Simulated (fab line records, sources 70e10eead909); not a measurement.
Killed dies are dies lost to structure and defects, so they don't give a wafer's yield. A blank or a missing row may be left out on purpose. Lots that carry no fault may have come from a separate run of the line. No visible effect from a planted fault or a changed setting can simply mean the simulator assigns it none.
fab line records ; flow nand-harc
record: lots: 14; wafers: 40; last-day: 25
route steps=1159 shown P_BONDPAD@375 A_SOURCE_PLATE@420 A_ONON_D1@424 END@1159
lots untouched by any fault: they come from a run of this same line in which no faults occurred
start-h: hours from the record's opening day to when the first of the lot's shown wafers began ; wait-h: time in hours since the lot's previous step ; " as in the row above ; L1.1+2: one row covering several wafers at once ; - value missing, or start not given ; * or withheld: withheld ; < > ~ a bound
route shown NAME@n: a module of which the file shows steps, and the number in the route of the first ; usual: mean/standard deviation of fault-free wafers ; same: alike in all rows ; chamber/n: place in a boat ; sites: per-site readings ; _std_site: their standard deviation ; _edge_site: the outer-site mean with the inner-site mean subtracted ; radius-mm: for every site, how far away it sits from the centre of the wafer ; mask NAME#n: copy n ; behind: the tool/chamber that last shaped the wafer ; hold: cause of the lot's hold/its duration in hours/its outcome ; device: the n, p or np transistor that did not switch ; end of line: tests of these same wafers at the route's end ; a step without rows: its recipe alone ; killed: the dies lost at the first sort to structure and to defects; this is not the yield of the wafer ; map: dies across one wafer; x = killed, . = not, _ = none there
set.NAME: setting as actually run; set.NAME@STEP: the setting as run at that earlier step ; model.NAME: the simulator's own value behind a step, which no gauge read
a sample of lots followed through the steps of the route, with each step as a table and each wafer as a row
services: the hour from which a tool's chamber was out of use, counted from the record's first day as start-h (under 0 if before that day), plus the number of hours and why
== steps ==
step: NHARC_P_BONDPAD_PRE_CLEAN_26
recipe: time-s: 30; temp-c: 280; gas: H2/He
usual: heater-power-w: 391/33
lot.wafer;tool;chamber;start-h;wait-h;heater-power-w
L909.3;pvd-sputter-02;-;-;-;336
L909.6;pvd-sputter-02;-;-;-;334
L909.5;pvd-sputter-02;-;-;-;432
L910.2;pvd-sputter-03;-;-;-;386
L910.3;pvd-sputter-03;-;-;-;399
L910.5;pvd-sputter-03;-;-;-;447
L911.2;pvd-sputter-02;-;-;-;387
L911.5;pvd-sputter-02;-;-;-;359
L911.6;pvd-sputter-02;-;-;-;381
L912.2;pvd-sputter-03;-;-;-;437
L912.3;pvd-sputter-03;-;-;-;426
L912.5;pvd-sputter-03;-;-;-;394
L913.2;pvd-sputter-03;-;-;-;436
L913.3;pvd-sputter-03;-;-;-;420
L913.6;pvd-sputter-03;-;-;-;400
L915.2;pvd-sputter-03;-;-;-;383
L915.4;pvd-sputter-03;-;-;-;400
L915.5;pvd-sputter-03;-;-;-;399
L918.2;pvd-sputter-03;-;-;-;441
L918.1;pvd-sputter-03;-;-;-;418
L918.5;pvd-sputter-03;-;-;-;421
L919.2;pvd-sputter-03;-;-;-;442
L919.1;pvd-sputter-03;-;-;-;426
L919.4;pvd-sputter-03;-;-;-;390
L922.3;pvd-sputter-01;-;-;-;390
L922.1;pvd-sputter-01;-;-;-;388
L922.5;pvd-sputter-01;-;-;-;330
L921.3;pvd-sputter-03;-;-;-;433
L921.5;pvd-sputter-03;-;-;-;396
L921.6;pvd-sputter-03;-;-;-;414
L925.1;pvd-sputter-03;-;-;-;405
L925.4;pvd-sputter-03;-;-;-;389
L926.3;pvd-sputter-01;-;-;-;330
L926.1;pvd-sputter-01;-;-;-;349
L929.4;pvd-sputter-02;-;-;-;427
L929.2;pvd-sputter-02;-;-;-;365
L929.6;pvd-sputter-02;-;-;-;331
L931.1;pvd-sputter-01;-;-;-;321
L931.6;pvd-sputter-01;-;-;-;322
L931.5;pvd-sputter-01;-;-;-;357
step: NHARC_P_BONDPAD_CMP_19
recipe: t-overpolish-s: 30; cu-recess-touch-s: 16; target-thk-nm: 160.81
usual: motor-current-A: 12.1/1.2; overpolish-run-s: 30.000/0.0092
lot.wafer;tool;chamber;start-h;wait-h;motor-current-A;overpolish-run-s
L909.3;cmp-02;1;123.27;-;12.4;30.009
L909.5;cmp-02;2;123.27;-;11.6;30.010
L909.6;cmp-02;3;123.27;-;12.6;29.992
L910.3;cmp-01;3;140.92;-;11.5;30.002
L910.2;cmp-01;0;140.92;-;13.7;30.004
L910.5;cmp-01;2;140.92;-;11.6;30.012
L911.2;cmp-04;2;141.84;-;11.9;30.002
L911.5;cmp-04;2;141.84;-;11.1;29.993
L911.6;cmp-04;3;141.84;-;14.2;30.008
L912.3;cmp-02;2;143.05;-;11.2;30.001
L912.2;cmp-02;0;143.05;-;12.0;30.006
L912.5;cmp-02;2;143.05;-;11.9;29.992
L913.3;cmp-02;1;164.63;-;13.2;30.004
L913.2;cmp-02;2;164.63;-;11.4;30.010
L913.6;cmp-02;3;164.63;-;13.1;30.010
L915.4;cmp-01;0;175.23;-;13.9;29.990
L915.2;cmp-01;2;175.23;-;11.5;29.991
L915.5;cmp-01;3;175.23;-;10.8;29.997
L918.2;cmp-02;2;187.04;-;11.1;30.020
L918.1;cmp-02;3;187.04;-;13.6;29.984
L918.5;cmp-02;3;187.04;-;13.4;30.009
L919.1;cmp-04;1;192.23;-;12.5;29.999
L919.2;cmp-04;3;192.23;-;14.6;29.999
L919.4;cmp-04;0;192.23;-;11.4;30.010
L922.3;cmp-01;0;206.70;-;13.5;29.992
L922.1;cmp-01;2;206.70;-;11.4;29.991
L922.5;cmp-01;1;206.70;-;10.4;30.003
L921.3;cmp-01;0;218.44;-;14.6;29.986
L921.5;cmp-01;1;218.44;-;9.9;30.009
L921.6;cmp-01;2;218.44;-;11.4;29.999
L925.1;cmp-04;3;229.57;-;14.1;30.009
L925.4;cmp-04;2;229.57;-;12.3;29.991
L926.1;cmp-01;0;237.05;-;14.0;29.999
L926.3;cmp-01;2;237.05;-;11.3;29.995
L929.4;cmp-02;1;251.22;-;12.9;30.004
L929.2;cmp-02;2;251.22;-;11.6;30.005
L929.6;cmp-02;0;251.22;-;12.0;30.009
L931.1;cmp-04;3;261.08;-;14.2;29.988
L931.6;cmp-04;3;261.08;-;14.4;29.990
L931.5;cmp-04;0;261.08;-;12.5;30.015
step: NHARC_A_SOURCE_PLATE_THK_MEAS_06
recipe: thk-meas-gauge: ellipsometry
usual: thk-nm: 200.4/2.1
lot.wafer;tool;chamber;start-h;wait-h;thk-nm
L909.3;film-metro-02;-;147.61;0.4;199.6
L909.5;film-metro-02;-;147.61;0.4;198.8
L909.6;film-metro-02;-;147.61;0.4;197.3
L911.2;film-metro-02;-;164.79;0.4;198.6
L911.5;film-metro-02;-;164.79;0.4;199.8
L911.6;film-metro-02;-;164.79;0.4;199.0
L910.2;film-metro-01;-;164.79;0.4;200.4
L910.3;film-metro-01;-;164.79;0.4;198.8
L910.5;film-metro-01;-;164.79;0.4;199.1
L912.2;film-metro-02;-;164.79;0.4;200.8
L912.3;film-metro-02;-;164.79;0.4;200.3
L912.5;film-metro-02;-;164.79;0.4;201.5
L913.2;film-metro-01;-;188.64;0.4;201.9
L913.3;film-metro-01;-;188.64;0.4;202.1
L913.6;film-metro-01;-;188.64;0.4;204.0
L915.2;film-metro-02;-;200.68;0.4;202.9
L915.4;film-metro-02;-;200.68;0.4;199.6
L915.5;film-metro-02;-;200.68;0.4;199.8
L918.1;film-metro-01;-;207.90;0.4;198.5
L918.2;film-metro-01;-;207.90;0.4;198.5
L918.5;film-metro-01;-;207.90;0.4;197.3
L919.1;film-metro-02;-;216.61;0.4;202.3
L919.2;film-metro-02;-;216.61;0.4;201.8
L919.4;film-metro-02;-;216.61;0.4;201.2
L922.1;film-metro-01;-;232.29;0.4;198.4
L922.3;film-metro-01;-;232.29;0.4;201.8
L922.5;film-metro-01;-;232.29;0.4;199.5
L921.3;film-metro-02;-;245.35;0.4;200.0
L921.5;film-metro-02;-;245.35;0.4;201.8
L921.6;film-metro-02;-;245.35;0.4;203.3
L925.1;film-metro-02;-;253.69;0.4;202.8
L925.4;film-metro-02;-;253.69;0.4;204.8
L926.1;film-metro-02;-;260.73;0.4;202.9
L926.3;film-metro-02;-;260.73;0.4;198.0
L929.2;film-metro-02;-;274.84;0.4;202.2
L929.4;film-metro-02;-;274.84;0.4;200.7
L929.6;film-metro-02;-;274.84;0.4;200.7
L931.1;film-metro-02;-;284.75;0.4;201.7
L931.5;film-metro-02;-;284.75;0.4;202.3
L931.6;film-metro-02;-;284.75;0.4;199.9
step: NHARC_A_ONON_D1_DEP_00
recipe: target-thk-a: 10000; n2-flow-sccm: 2750; n2o-flow-sccm: 2000; nh3-flow-sccm: 500; sih4-flow-sccm: 210; temp-c: 400
usual: sih4-flow-sccm: 210.0/0.57
lot.wafer;tool;chamber;start-h;wait-h;sih4-flow-sccm
L909.3;pecvd-onon-02;0;147.86;0.2;210.0
L909.5;pecvd-onon-02;0;147.86;0.2;210.4
L909.6;pecvd-onon-02;0;147.86;0.2;210.4
L910.2;pecvd-onon-01;0;164.98;0.1;210.6
L910.3;pecvd-onon-01;0;164.98;0.1;210.1
L910.5;pecvd-onon-01;0;164.98;0.1;210.4
L912.2;pecvd-onon-02;0;164.98;0.1;210.1
L912.3;pecvd-onon-02;0;164.98;0.1;210.9
L912.5;pecvd-onon-02;0;164.98;0.1;210.6
L911.2;pecvd-onon-02;0;165.32;0.4;210.7
L911.5;pecvd-onon-02;0;165.32;0.4;210.6
L911.6;pecvd-onon-02;0;165.32;0.4;210.2
L913.2;pecvd-onon-01;0;188.83;0.1;210.8
L913.3;pecvd-onon-01;0;188.83;0.1;209.8
L913.6;pecvd-onon-01;0;188.83;0.1;210.0
L915.2;pecvd-onon-02;0;200.91;0.1;209.6
L915.4;pecvd-onon-02;0;200.91;0.1;209.3
L915.5;pecvd-onon-02;0;200.91;0.1;210.1
L918.1;pecvd-onon-02;0;208.03;0.1;210.4
L918.2;pecvd-onon-02;0;208.03;0.1;210.1
L918.5;pecvd-onon-02;0;208.03;0.1;209.3
L919.1;pecvd-onon-01;0;216.76;0.1;209.8
L919.2;pecvd-onon-01;0;216.76;0.1;210.2
L919.4;pecvd-onon-01;0;216.76;0.1;210.4
L922.1;pecvd-onon-01;0;232.46;0.1;209.5
L922.3;pecvd-onon-01;0;232.46;0.1;210.4
L922.5;pecvd-onon-01;0;232.46;0.1;210.4
L921.3;pecvd-onon-02;0;245.63;0.2;209.4
L921.5;pecvd-onon-02;0;245.63;0.2;209.8
L921.6;pecvd-onon-02;0;245.63;0.2;209.5
L925.1;pecvd-onon-01;0;253.82;0.1;210.2
L925.4;pecvd-onon-01;0;253.82;0.1;209.2
L926.1;pecvd-onon-01;0;260.89;0.1;210.4
L926.3;pecvd-onon-01;0;260.89;0.1;210.1
L929.2;pecvd-onon-02;0;275.03;0.1;210.0
L929.4;pecvd-onon-02;0;275.03;0.1;210.2
L929.6;pecvd-onon-02;0;275.03;0.1;210.0
L931.1;pecvd-onon-03;0;284.90;0.1;210.4
L931.5;pecvd-onon-03;0;284.90;0.1;209.7
L931.6;pecvd-onon-03;0;284.90;0.1;209.7
step: NHARC_A_ONON_D1_THK_MEAS_02
recipe: thk-meas-gauge: ellipsometry
usual: thk-nm: 1000/6.3
lot.wafer;tool;chamber;start-h;wait-h;thk-nm
L909.3;film-metro-02;-;148.26;-;999
L909.5;film-metro-02;-;148.26;-;998
L909.6;film-metro-02;-;148.26;-;997
L912.2;film-metro-01;-;165.43;-;990
L912.3;film-metro-01;-;165.43;-;991
L912.5;film-metro-01;-;165.43;-;990
L910.2;film-metro-02;-;165.43;-;1007
L910.3;film-metro-02;-;165.43;-;1007
L910.5;film-metro-02;-;165.43;-;1007
L911.2;film-metro-02;-;165.78;-;993
L911.5;film-metro-02;-;165.78;-;993
L911.6;film-metro-02;-;165.78;-;991
L913.2;film-metro-01;-;189.28;-;1002
L913.3;film-metro-01;-;189.28;-;1002
L913.6;film-metro-01;-;189.28;-;1001
L915.2;film-metro-01;-;201.36;-;1008
L915.4;film-metro-01;-;201.36;-;1008
L915.5;film-metro-01;-;201.36;-;1009
L918.1;film-metro-02;-;208.54;-;1005
L918.2;film-metro-02;-;208.54;-;1006
L918.5;film-metro-02;-;208.54;-;1003
L919.1;film-metro-01;-;217.27;-;1001
L919.2;film-metro-01;-;217.27;-;1001
L919.4;film-metro-01;-;217.27;-;998
L922.1;film-metro-01;-;233.00;-;1001
L922.3;film-metro-01;-;233.00;-;1002
L922.5;film-metro-01;-;233.00;-;1001
L921.3;film-metro-01;-;246.03;-;1010
L921.5;film-metro-01;-;246.03;-;1007
L921.6;film-metro-01;-;246.03;-;1006
L925.1;film-metro-02;-;254.33;-;843
L925.4;film-metro-02;-;254.33;-;1003
L926.1;film-metro-01;-;261.40;-;844
L926.3;film-metro-01;-;261.40;-;845
L929.2;film-metro-01;-;275.48;-;999
L929.4;film-metro-01;-;275.48;-;997
L929.6;film-metro-01;-;275.48;-;1000
L931.1;film-metro-02;-;285.42;-;1001
L931.5;film-metro-02;-;285.42;-;1000
L931.6;film-metro-02;-;285.42;-;1001
step: NHARC_END_SORT_01
recipe: temp-c: 25
usual: killed-at-array: 28/8.9; killed-at-other: 0.8/1.2; killed-at-periphery: 3.3/2.3; killed-dies: 32/9.4; killed-open: 3.2/1.8; killed-short: 1.9/1.4
same: gross-dies: 677
lot.wafer;tool;chamber;start-h;wait-h;killed-at-array;killed-at-other;killed-at-periphery;killed-dies;killed-open;killed-short
L925.1;prober-01;0;533.03;2.5;664;4;9;677;5;0
L925.4;prober-01;0;535.45;3.4;32;3;8;43;3;2
L926.1;prober-02;0;556.73;2.5;667;0;10;677;1;2
L926.3;prober-02;0;558.34;3.1;673;0;4;677;3;0
killed by level:class
L925.1 A_ONON_D1:area-dep=629 A_CHANNEL_HOLE_D1:chamber-film-flake=25 P_GATE:chamber-film-flake=6 THIN_TSV:chamber-film-flake=4 A_CONTACT:geometric-particle:open=3 A_CONTACT:chamber-film-flake=3 P_ZERO_WELL:chamber-film-flake=2 A_SOURCE_PLATE:geometric-particle:open=1
L925.4 A_CHANNEL_HOLE_D1:chamber-film-flake=17 P_GATE:chamber-film-flake=7 A_STAIRCASE:chamber-film-flake=7 A_CONTACT:chamber-film-flake=4 THIN_TSV:chamber-film-flake=3 P_ZERO_WELL:geometric-particle:open=1 A_CHANNEL_HOLE_D1:geometric-particle:short=1 A_CHANNEL_FILL_D1:geometric-particle:open=1
L926.1 A_ONON_D1:area-dep=639 A_CHANNEL_HOLE_D1:chamber-film-flake=20 P_GATE:chamber-film-flake=6 A_CONTACT:chamber-film-flake=5 A_STAIRCASE:chamber-film-flake=2 P_CONTACT:geometric-particle:short=1 P_M0:geometric-particle:short=1 A_CONTACT:geometric-particle:open=1
L926.3 A_ONON_D1:area-dep=641 A_CHANNEL_HOLE_D1:chamber-film-flake=15 A_CONTACT:chamber-film-flake=11 P_M1:chamber-film-flake=2 A_STAIRCASE:chamber-film-flake=2 P_GATE:geometric-particle:open=1 A_BLC:geometric-particle:open=1 A_M0:geometric-particle:open=1
== services ==
tool;chamber;start-h;hours;kind
pvd-sputter-01;-;98.71;6.3;repair
pvd-sputter-03;-;102.00;10.0;pm
cmp-01;-;104.09;4.0;pm
cmp-04;-;105.10;4.0;pm
pecvd-onon-02;-;111.22;13.0;pm
cmp-01;-;111.92;27.3;repair
cmp-02;-;128.50;4.0;pm
cmp-04;-;145.92;1.5;repair
pecvd-onon-03;-;153.00;13.0;pm
pvd-sputter-01;-;158.01;10.0;pm
pecvd-onon-01;-;195.25;13.0;pm
cmp-01;-;202.09;4.0;pm
cmp-04;-;203.10;4.0;pm
cmp-01;-;213.67;1.9;repair
pvd-sputter-02;-;214.00;10.0;pm
cmp-04;-;223.38;0.7;repair
cmp-02;-;226.50;4.0;pm
pvd-sputter-02;-;226.61;1.8;repair
pvd-sputter-01;-;251.84;2.1;repair
pvd-sputter-01;-;254.84;3.1;repair
pecvd-onon-02;-;266.50;2.6;repair
pvd-sputter-03;-;268.50;5.1;repair
pvd-sputter-03;-;280.00;10.0;pm
cmp-04;-;282.33;2.3;repair
== key ==
first-sign: step: NHARC_A_ONON_D1_THK_MEAS_02; reading: thk-nm; direction: down; sigmas: 25; usual: 1000; struck: 844
effect: step: NHARC_END_SORT_01; reading: killed-at-array; direction: up; sigmas: 72; usual: 28; struck: 668
more-kills-born-at: NHARC_A_ONON_D1_DEP_00@pecvd-onon-01: 1909
met-at NHARC_A_ONON_D1_DEP_00
struck-lots L925,L926
struck-wafers L925.1,L926.1,L926.3
later-rows-left-out L925.1,L926.1,L926.3
tester-left-out L925,L926
not-acting-at NHARC_P_BONDPAD_PRE_CLEAN_26,NHARC_P_BONDPAD_CMP_19,NHARC_A_SOURCE_PLATE_THK_MEAS_06
onset-between 232.46 253.82
fault: kind: process-parameter-drift; tool: pecvd-onon-01; chamber: -; onset-h: 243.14; steps: NHARC_A_ONON_D1_DEP_00; channel: target-thk-a; offset: *; shape: step; end-h: 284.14; scope: struck-wafers-only; acts-in: *; stated: *
tester-left-out: of these lots the tester's yield and bins aren't shown, on N5 and GAA mostly nor the transistor test; their killed dies are dies lost to structure and defects alone, not to doping, threshold or leakage, so they don't give the yield
later-rows-left-out: the simulator's readings of these wafers behind a module that went badly wrong aren't trusted and aren't shown, but for the sort
